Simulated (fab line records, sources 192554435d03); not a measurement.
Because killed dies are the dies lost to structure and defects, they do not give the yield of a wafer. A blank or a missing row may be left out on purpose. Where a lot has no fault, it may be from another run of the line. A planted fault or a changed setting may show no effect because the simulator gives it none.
Chamber matching / flow n5_finfet / 4 sister chambers for N5_BEOL_M10_DESCUM_33 on rie_diel-01
The step chemistry O2, time 7.9 s. 8 wafers are shown with their chamber, then 10 later ones without.

== WAFERS, EACH WITH ITS CHAMBER ==
wafer=L081.3; chamber=3; throttle_valve_pct (%)=20.5; showerhead_plenum_p_Torr (Torr)=2.06
wafer=L081.5; chamber=2; throttle_valve_pct (%)=21.2; showerhead_plenum_p_Torr (Torr)=2.19
wafer=L086.2; chamber=2; throttle_valve_pct (%)=21.1; showerhead_plenum_p_Torr (Torr)=2.18
wafer=L086.3; chamber=1; throttle_valve_pct (%)=20.0; showerhead_plenum_p_Torr (Torr)=2.15
wafer=L090.3; chamber=1; throttle_valve_pct (%)=20.0; showerhead_plenum_p_Torr (Torr)=2.15
wafer=L090.6; chamber=0; throttle_valve_pct (%)=20.7; showerhead_plenum_p_Torr (Torr)=2.23
wafer=L093.1; chamber=3; throttle_valve_pct (%)=20.5; showerhead_plenum_p_Torr (Torr)=2.05
wafer=L093.3; chamber=0; throttle_valve_pct (%)=20.7; showerhead_plenum_p_Torr (Torr)=2.22

== WAFERS WITH NO CHAMBER GIVEN ==
wafer=L093.4; throttle_valve_pct (%)=21.2; showerhead_plenum_p_Torr (Torr)=2.18
wafer=L091.1; throttle_valve_pct (%)=20.5; showerhead_plenum_p_Torr (Torr)=2.05
wafer=L091.2; throttle_valve_pct (%)=20.0; showerhead_plenum_p_Torr (Torr)=2.15
wafer=L091.4; throttle_valve_pct (%)=20.0; showerhead_plenum_p_Torr (Torr)=2.15
wafer=L095.1; throttle_valve_pct (%)=21.2; showerhead_plenum_p_Torr (Torr)=2.17
wafer=L095.2; throttle_valve_pct (%)=20.7; showerhead_plenum_p_Torr (Torr)=2.22
wafer=L095.3; throttle_valve_pct (%)=20.0; showerhead_plenum_p_Torr (Torr)=2.14
wafer=L095.4; throttle_valve_pct (%)=20.6; showerhead_plenum_p_Torr (Torr)=2.05
wafer=L095.5; throttle_valve_pct (%)=20.6; showerhead_plenum_p_Torr (Torr)=2.05
wafer=L095.6; throttle_valve_pct (%)=21.2; showerhead_plenum_p_Torr (Torr)=2.17

== EACH ONE'S CHAMBER ==
wafer=L093.4; from the rows above=2; in truth=2
wafer=L091.1; from the rows above=3; in truth=3
wafer=L091.2; from the rows above=1; in truth=1
wafer=L091.4; from the rows above=1; in truth=1
wafer=L095.1; from the rows above=2; in truth=2
wafer=L095.2; from the rows above=0; in truth=0
wafer=L095.3; from the rows above=1; in truth=1
wafer=L095.4; from the rows above=3; in truth=3
wafer=L095.5; from the rows above=3; in truth=3
wafer=L095.6; from the rows above=2; in truth=2
Correctly placed: 10 of 10. Not placeable from these rows: 0. Placed wrongly: 0.
How it was worked out, from the rows above alone: a wafer's distance from a chamber is the root of the sum, over the readings, of the square of ((its reading less the chamber's mean) divided by the reading's scatter). The wafer belongs to the nearest chamber; if the next one is less than 2 further off, it can't be placed. A chamber's mean is the mean of its shown wafers. How the scatter is found: for the shown wafers, subtract from each reading the mean of its chamber, square and add these, divide the total by (wafers less chambers), then take the root.
